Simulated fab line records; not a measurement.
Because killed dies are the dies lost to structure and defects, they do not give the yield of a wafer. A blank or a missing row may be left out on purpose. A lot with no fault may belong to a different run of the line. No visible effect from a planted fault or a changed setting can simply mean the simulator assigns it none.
Matching of chambers + flow n5Finfet + rieDiel-03 running N5_GATE_CUT_DESCUM_18: 4 sister chambers
The step chemistry O2, time 7 s. 4 wafers are shown with their chamber, then 12 later ones without.

WAFERS WITH THEIR CHAMBER
| wafer  | chamber | throttleValvePct (%) |
|--------|---------|----------------------|
| L087.1 | 3       | 19.9                 |
| L089.1 | 0       | 20.8                 |
| L089.3 | 2       | 20.3                 |
| L089.4 | 1       | 20.8                 |

WAFERS WITH NO CHAMBER GIVEN
| wafer  | throttleValvePct (%) |
|--------|----------------------|
| L090.2 | 20.9                 |
| L090.3 | 20.9                 |
| L090.5 | 20.8                 |
| L093.1 | 20.9                 |
| L093.4 | 20.9                 |
| L093.6 | 20.3                 |
| L094.1 | 20.9                 |
| L094.2 | 20.9                 |
| L094.3 | 20.3                 |
| L097.2 | 20.3                 |
| L097.4 | 20.9                 |
| L097.5 | 20.9                 |

WHICH CHAMBER EACH ONE RAN IN
| wafer  | from the rows above     | in truth |
|--------|-------------------------|----------|
| L090.2 | can't be placed: 0 or 1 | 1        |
| L090.3 | can't be placed: 0 or 1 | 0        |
| L090.5 | can't be placed: 0 or 1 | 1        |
| L093.1 | can't be placed: 0 or 1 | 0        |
| L093.4 | can't be placed: 0 or 1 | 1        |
| L093.6 | 2                       | 2        |
| L094.1 | can't be placed: 0 or 1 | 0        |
| L094.2 | can't be placed: 0 or 1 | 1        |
| L094.3 | 2                       | 2        |
| L097.2 | 2                       | 2        |
| L097.4 | can't be placed: 0 or 1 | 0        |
| L097.5 | can't be placed: 0 or 1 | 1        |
Correctly placed: 3 of 12. Not placeable from these rows: 9 (in 9, the candidates include the true chamber). Wrongly placed: 0.
How it was worked out, from the rows above alone: a wafer's distance from a chamber is the root of the sum, over the readings, of the square of ((its reading less the chamber's mean) divided by the reading's scatter). If the next closest chamber is less than 2 further off than the closest, the wafer can't be placed; otherwise it belongs to the closest. The mean given for a chamber averages the wafers shown for that chamber. The scatter: root of mean squared gap, hidden wafer to nearest shown wafer, with one shown wafer a chamber.
